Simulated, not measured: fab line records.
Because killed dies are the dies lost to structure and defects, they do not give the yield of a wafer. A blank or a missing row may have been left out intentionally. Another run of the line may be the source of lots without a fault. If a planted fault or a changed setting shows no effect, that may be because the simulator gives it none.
Which tool did it?	flow n5 finfet	24 lots with 72 wafers sampled at 6 steps, on a route of 1938 steps

## WHAT EACH GAUGE READ, for each wafer
N5_BEOL_M7_THK_MEAS_53: measures by xrf. Usual: M7_THK typically reads 81.6 nm, with standard deviation 1.9.
lot	measured	on	M7_THK (nm)	flag
L074	day 9 10:21	film metro-01	79.6 77.3 80.0	
L075	day 9 15:47	film metro-02	79.4 78.8 79.8	
L076	day 9 16:54	film metro-01	82.0 83.0 83.0	
L077	day 9 20:01	film metro-01	83.6 81.7 79.8	
L078	day 10 02:21	film metro-01	84.6 83.7 81.7	
L079	day 10 03:44	film metro-01	84.1 81.4 82.3	
L081	day 10 21:25	film metro-02	82.7 82.0 82.3	
L080	day 10 21:56	film metro-01	79.5 81.8 80.5	
L082	day 11 01:55	film metro-02	83.7 83.0 81.7	
L083	day 11 16:43	film metro-01	82.9 82.2 82.6	
L084	day 11 17:32	film metro-01	80.7 81.2 81.5	
L086	day 12 03:19	film metro-02	83.8 79.6 81.5	
L085	day 12 03:35	film metro-02	80.3 82.8 81.8	
L088	day 12 11:38	film metro-01	84.1 85.1 81.2	
L087	day 12 12:56	film metro-02	85.8 81.5 84.3	
L089	day 12 18:07	film metro-01	83.5 83.9 81.5	
L091	day 13 11:57	film metro-01	84.3 82.1 82.3	
L090	day 13 18:42	film metro-02	80.2 79.1 79.1	
L092	day 13 23:31	film metro-02	82.8 86.1 82.8	
L093	day 14 00:07	film metro-01	79.6 81.9 81.6	
L094	day 14 01:12	film metro-01	77.9 81.5 78.5	
L096	day 14 13:18	film metro-02	78.5 78.9 81.6	
L095	day 14 22:20	film metro-01	80.3 82.3 81.7	
L097	day 14 22:59	film metro-01	80.4 79.9 80.6	

N5_BEOL_M8_OVL_MEAS_29. Usual: V7_OVL typically reads 0.3 nm, with standard deviation 0.65.
lot	measured	on	V7_OVL (nm)	flag
L074	day 9 14:08	overlay-01	-1.0 0.4 -1.0	
L075	day 9 20:10	overlay-01	0.6 1.9 1.9	
L076	day 9 20:14	overlay-01	-1.1 -0.6 -1.2	
L077	day 9 23:37	overlay-01	-0.2 -0.4 0.3	
L078	day 10 05:59	overlay-01	0.3 0.7 0.4	
L079	day 10 09:03	overlay-01	0.5 1.0 0.8	
L081	day 11 02:59	overlay-01	0.8 0.3 0.4	
L080	day 11 03:02	overlay-02	0.8 0.6 0.9	
L082	day 11 07:09	overlay-01	-1.3 0.5 -0.5	
L083	day 11 19:32	overlay-02	-0.1 0.6 -0.3	
L084	day 11 21:37	overlay-02	-0.6 0.0 -0.3	
L086	day 12 08:01	overlay-02	0.0 0.3 0.9	
L085	day 12 08:04	overlay-01	0.2 0.2 0.0	
L088	day 12 15:25	overlay-01	0.9 0.5 -0.6	
L087	day 12 17:06	overlay-02	0.1 0.0 -0.1	
L089	day 13 01:04	overlay-02	0.9 1.2 0.8	
L091	day 13 17:22	overlay-01	0.6 1.3 0.6	
L090	day 13 22:16	overlay-01	0.9 0.2 0.8	
L092	day 14 02:59	overlay-01	0.9 -0.3 1.5	
L093	day 14 03:45	overlay-01	0.1 0.0 0.2	
L094	day 14 07:34	overlay-02	1.5 0.9 1.0	
L096	day 14 17:37	overlay-02	-0.5 -0.2 -0.3	
L095	day 15 04:56	overlay-01	1.2 0.4 0.3	
L097	day 15 04:46	overlay-02	0.4 0.2 0.2	

## TOOL THAT RAN EACH LOT (tool first, then ch and the chambers of the sampled wafers, then the start)
lot	N5_BEOL_M7_STRIP_67	N5_BEOL_M8_ILD_DEP_00	N5_BEOL_M8_HM_DEP_02	N5_BEOL_M8_STRIP_67
L074	rie diel-03 ch 0,1,3, day 9 03:32	pecvd-03 ch 0,1,2, day 9 10:34	pvd sputter-02, day 9 11:49	rie diel-04 ch 1,2,3, day 9 12:51
L075	rie diel-02 ch 0,2,3, day 9 08:48	pecvd-04 ch 1,2, day 9 15:59	pvd sputter-01, day 9 16:41	rie diel-01 ch 0,2,3, day 9 17:31
L076	rie diel-03 ch 0,2,3, day 9 12:40	pecvd-02 ch 0,1, day 9 17:05	pvd sputter-01, day 9 17:49	rie diel-06 ch 1,2,3, day 9 18:43
L077	rie diel-02 ch 2,3, day 9 16:08	pecvd-02 ch 0,1, day 9 20:12	pvd sputter-01, day 9 21:47	rie diel-06 ch 1,2,3, day 9 22:38
L078	rie diel-02 ch 0,1,2, day 9 18:23	pecvd-02 ch 0,1, day 10 02:33	pvd sputter-02, day 10 03:49	rie diel-06 ch 1,2,3, day 10 04:38
L079	rie diel-02 ch 0,1,2, day 9 21:04	pecvd-03 ch 0,1,2, day 10 03:57	pvd sputter-03, day 10 06:10	rie diel-06 ch 0,1,2, day 10 07:23
L081	rie diel-05 ch 0,1, day 10 17:09	pecvd-04 ch 0,1,2, day 10 21:37	pvd sputter-01, day 10 23:31	rie diel-06 ch 0,1,2, day 11 00:37
L080	rie diel-03 ch 1,2, day 10 17:38	pecvd-04 ch 1,2, day 10 22:08	pvd sputter-01, day 10 23:37	rie diel-04 ch 1,2, day 11 00:43
L082	rie diel-05 ch 1,2,3, day 10 20:55	pecvd-02 ch 0,1,2, day 11 02:07	pvd sputter-01, day 11 03:45	rie diel-01 ch 0,1, day 11 04:46
L083	rie diel-05 ch 1,2, day 11 10:46	pecvd-04 ch 1,2, day 11 16:54	pvd sputter-02, day 11 18:01	rie diel-04 ch 0,1,3, day 11 18:50
L084	rie diel-05 ch 1,2,3, day 11 13:31	pecvd-04 ch 0,1, day 11 17:43	pvd sputter-02, day 11 20:11	rie diel-04 ch 1,3, day 11 21:01
L086	rie diel-03 ch 0,1, day 11 20:41	pecvd-03 ch 1,2, day 12 03:31	pvd sputter-02, day 12 05:51	rie diel-01 ch 0,1, day 12 06:52
L085	rie diel-03 ch 1,3, day 11 21:11	pecvd-03 ch 0,1, day 12 03:47	pvd sputter-03, day 12 06:05	rie diel-04 ch 1,2,3, day 12 07:07
L088	rie diel-02 ch 1,2,3, day 12 07:43	pecvd-03 ch 1,2, day 12 11:50	pvd sputter-01, day 12 13:00	rie diel-01 ch 0,1,2, day 12 13:53
L087	rie diel-03 ch 2,3, day 12 08:26	pecvd-02 ch 1,2, day 12 13:09	pvd sputter-01, day 12 15:28	rie diel-04 ch 0,1, day 12 16:25
L089	rie diel-03 ch 0,1,3, day 12 13:58	pecvd-02 ch 1,2, day 12 18:18	pvd sputter-03, day 12 19:41	rie diel-01 ch 0,3, day 12 20:43
L091	rie diel-02 ch 1,2, day 13 07:40	pecvd-02 ch 0,2, day 13 12:08	pvd sputter-01, day 13 14:37	rie diel-06 ch 0,3, day 13 15:18
L090	rie diel-03 ch 1,2,3, day 13 12:22	pecvd-02 ch 1,2, day 13 18:53	pvd sputter-01, day 13 20:01	rie diel-06 ch 0,2,3, day 13 20:50
L092	rie diel-03 ch 0,2,3, day 13 19:16	pecvd-03 ch 0,1,2, day 13 23:43	pvd sputter-03, day 14 01:20	rie diel-06 ch 0,2,3, day 14 02:02
L093	rie diel-02 ch 0,2,3, day 13 19:32	pecvd-04 ch 0,1,2, day 14 00:19	pvd sputter-02, day 14 02:23	rie diel-01 ch 0,1,3, day 14 03:05
L094	rie diel-05 ch 0,2,3, day 13 20:56	pecvd-04 ch 0,1, day 14 01:24	pvd sputter-02, day 14 02:42	rie diel-01 ch 1,2, day 14 03:48
L096	rie diel-05 ch 0,3, day 14 09:13	pecvd-03 ch 0,1, day 14 13:30	pvd sputter-02, day 14 15:10	rie diel-06 ch 0,1,3, day 14 15:59
L095	rie diel-05 ch 0,3, day 14 16:01	pecvd-04 ch 0,2, day 14 22:32	pvd sputter-01, day 15 00:33	rie diel-01 ch 0,1, day 15 01:29
L097	rie diel-03 ch 0,1,2, day 14 19:23	pecvd-04 ch 1,2, day 14 23:11	pvd sputter-03, day 15 00:35	rie diel-04 ch 0,2, day 15 01:34
- N5_BEOL_M7_STRIP_67: strips in CF4.
- N5_BEOL_M8_ILD_DEP_00: deposits SiCOH lowk from DEMS/porogen, target thk 179.75 nm, time 33.4 s.
- N5_BEOL_M8_HM_DEP_02: deposits TiN, target thk 20 nm.
- N5_BEOL_M8_STRIP_67: strips in CF4.

## AS READ BY THE TOOLS THEMSELVES (means over the sampled wafers that have a number; for cases with no such wafer, the mark the record gives instead)
N5_BEOL_M7_STRIP_67. Usual: drypump motor current A 5.5 A, standard deviation 0.46; oes product au 0.78 a.u., standard deviation 0.082; power w 300.0 W, standard deviation 0.89; rf vpp V 271.3 V, standard deviation 1.5; showerhead plenum p Torr 1.80 Torr, standard deviation 0.054; throttle valve pct 13.56 %, standard deviation 0.23.
lot	tool	drypump motor current A (A)	oes product au (a.u.)	power w (W)	rf vpp V (V)	showerhead plenum p Torr (Torr)	throttle valve pct (%)	flag
L074	rie diel-03	5.4	0.77	299.5	271.1	1.80	13.50	
L075	rie diel-02	5.6	0.80	301.6	272.0	1.85	13.50	
L076	rie diel-03	5.2	0.81	299.8	271.8	1.80	13.49	
L077	rie diel-02	5.4	0.75	300.7	271.7	1.81	13.72	
L078	rie diel-02	5.5	0.83	299.7	271.7	1.83	13.36	
L079	rie diel-02	5.5	0.83	299.7	271.9	1.83	13.36	
L081	rie diel-05	5.5	0.70	300.7	271.3	1.81	13.71	
L080	rie diel-03	5.0	0.87	300.1	272.6	1.82	13.41	
L082	rie diel-05	5.6	0.71	299.8	269.9	1.75	13.76	
L083	rie diel-05	5.5	0.70	299.8	270.9	1.79	13.72	
L084	rie diel-05	5.7	0.71	299.2	270.8	1.75	13.77	
L086	rie diel-03	5.5	0.78	299.9	271.5	1.80	13.49	
L085	rie diel-03	5.4	0.73	300.1	270.8	1.78	13.62	
L088	rie diel-02	5.5	0.77	300.1	271.2	1.82	13.59	
L087	rie diel-03	5.1	0.76	299.8	271.7	1.79	13.60	
L089	rie diel-03	5.4	0.75	300.4	270.7	1.79	13.58	
L091	rie diel-02	5.3	0.77	299.7	271.5	1.80	13.64	
L090	rie diel-03	5.2	0.77	300.0	269.6	1.80	13.56	
L092	rie diel-03	5.3	0.78	299.9	271.6	1.80	13.59	
L093	rie diel-02	5.6	0.77	300.6	271.2	1.84	13.55	
L094	rie diel-05	6.1	0.86	299.3	271.5	1.79	13.59	
L096	rie diel-05	5.8	0.78	299.7	269.7	1.72	13.71	
L095	rie diel-05	6.1	0.84	299.6	269.6	1.74	13.63	
L097	rie diel-03	5.2	0.79	300.2	271.6	1.80	13.52	

N5_BEOL_M8_ILD_DEP_00. Usual: chamber pressure Torr 5.000 Torr, standard deviation 0.01; heater power outer w 155 W, standard deviation 41; heater power w 339 W, standard deviation 69; showerhead plenum p Torr 5.741 Torr, standard deviation 0.013; throttle valve pct 13.8 %, standard deviation 0.86.
lot	tool	chamber pressure Torr (Torr)	heater power outer w (W)	heater power w (W)	showerhead plenum p Torr (Torr)	throttle valve pct (%)	flag
L074	pecvd-03	5.005	158	365	5.748	13.4	
L075	pecvd-04	5.008	164	351	5.736	13.9	
L076	pecvd-02	5.012	151	331	5.730	14.7	
L077	pecvd-02	5.003	140	316	5.731	14.7	
L078	pecvd-02	4.998	126	300	5.732	14.6	
L079	pecvd-03	5.003	173	389	5.747	13.3	
L081	pecvd-04	5.016	151	323	5.746	13.5	
L080	pecvd-04	4.999	183	374	5.753	13.9	
L082	pecvd-02	4.998	160	345	5.733	13.9	
L083	pecvd-04	4.989	112	258	5.739	13.4	
L084	pecvd-04	5.007	162	359	5.760	14.0	
L086	pecvd-03	4.994	178	423	5.737	14.1	
L085	pecvd-03	4.988	170	400	5.738	13.5	
L088	pecvd-03	4.994	166	401	5.743	14.1	
L087	pecvd-02	5.005	210	396	5.727	13.2	
L089	pecvd-02	5.001	193	377	5.735	14.2	
L091	pecvd-02	5.001	186	366	5.721	13.3	
L090	pecvd-02	4.992	166	344	5.741	14.1	
L092	pecvd-03	4.991	162	373	5.742	13.4	
L093	pecvd-04	4.993	143	312	5.742	13.5	
L094	pecvd-04	4.998	184	389	5.753	14.2	
L096	pecvd-03	5.000	177	404	5.737	13.6	
L095	pecvd-04	5.001	121	275	5.749	13.3	
L097	pecvd-04	5.002	137	287	5.733	13.5	

N5_BEOL_M8_HM_DEP_02. Usual: throttle valve pct reads 30.0 % (standard deviation 0.98).
lot	tool	throttle valve pct (%)	flag
L074	pvd sputter-02	29.5	
L075	pvd sputter-01	30.2	
L076	pvd sputter-01	30.0	
L077	pvd sputter-01	30.1	
L078	pvd sputter-02	29.8	
L079	pvd sputter-03	29.9	
L081	pvd sputter-01	30.0	
L080	pvd sputter-01	30.7	
L082	pvd sputter-01	29.9	
L083	pvd sputter-02	30.7	
L084	pvd sputter-02	30.9	
L086	pvd sputter-02	30.4	
L085	pvd sputter-03	29.7	
L088	pvd sputter-01	30.1	
L087	pvd sputter-01	30.2	
L089	pvd sputter-03	29.8	
L091	pvd sputter-01	30.2	
L090	pvd sputter-01	30.3	
L092	pvd sputter-03	30.0	
L093	pvd sputter-02	30.1	
L094	pvd sputter-02	30.4	
L096	pvd sputter-02	30.8	
L095	pvd sputter-01	30.2	
L097	pvd sputter-03	30.4	

N5_BEOL_M8_STRIP_67. Usual: drypump motor current A 5.7 A, standard deviation 0.54; oes product au 0.80 a.u., standard deviation 0.084; power w 299.9 W, standard deviation 0.87; rf vpp V 271.3 V, standard deviation 1.4; showerhead plenum p Torr 1.80 Torr, standard deviation 0.051; throttle valve pct 13.57 %, standard deviation 0.18.
lot	tool	drypump motor current A (A)	oes product au (a.u.)	power w (W)	rf vpp V (V)	showerhead plenum p Torr (Torr)	throttle valve pct (%)	flag
L074	rie diel-04	5.9	0.78	300.1	270.8	1.80	13.51	
L075	rie diel-01	5.6	0.84	300.8	272.1	1.81	13.52	
L076	rie diel-06	5.8	0.79	299.6	271.3	1.79	13.59	
L077	rie diel-06	5.8	0.78	299.3	271.6	1.79	13.59	
L078	rie diel-06	5.8	0.78	299.7	271.1	1.79	13.60	
L079	rie diel-06	5.4	0.78	300.5	271.2	1.79	13.62	
L081	rie diel-06	5.4	0.78	300.6	271.5	1.79	13.64	
L080	rie diel-04	5.9	0.76	300.2	270.7	1.81	13.59	
L082	rie diel-01	5.0	0.87	300.0	270.3	1.78	13.41	
L083	rie diel-04	5.6	0.77	299.1	269.6	1.75	13.58	
L084	rie diel-04	5.6	0.71	299.4	269.6	1.73	13.58	
L086	rie diel-01	5.0	0.86	299.8	270.4	1.78	13.42	
L085	rie diel-04	5.9	0.76	300.1	271.3	1.79	13.57	
L088	rie diel-01	5.2	0.81	300.7	270.8	1.78	13.53	
L087	rie diel-04	5.6	0.82	299.6	270.8	1.76	13.58	
L089	rie diel-01	5.6	0.86	299.4	271.0	1.82	13.56	
L091	rie diel-06	5.9	0.72	300.5	272.6	1.85	13.82	
L090	rie diel-06	5.9	0.76	300.4	273.0	1.81	13.70	
L092	rie diel-06	5.9	0.76	300.0	271.1	1.81	13.70	
L093	rie diel-01	5.3	0.84	299.4	272.0	1.79	13.51	
L094	rie diel-01	5.0	0.79	299.7	270.9	1.76	13.43	
L096	rie diel-06	5.9	0.78	300.7	271.4	1.82	13.63	
L095	rie diel-01	5.1	0.84	298.8	271.0	1.80	13.60	
L097	rie diel-04	5.9	0.86	300.3	271.5	1.79	13.56	

## THE ANSWER, worked out from the rows above alone
Rule: take the mean of a lot's wafers that have a number; if it is more than 3 standard deviations from the usual mean, the lot is off. Also off: a lot with no number at a reading for which 4 or more lots have one. Any other lot the step has rows for is counted as sound. The gauges are gone through in route order, then the tools' own readings, and for those a lot's mean is taken as printed above. The first step at which some lot is off is used, and at that step the reading that is off furthest; a lot without a number counts as furthest.
Across all readings shown, no lot is off: no conclusion can be drawn from this.

## WHAT THE SIMULATOR HAD PUT IN
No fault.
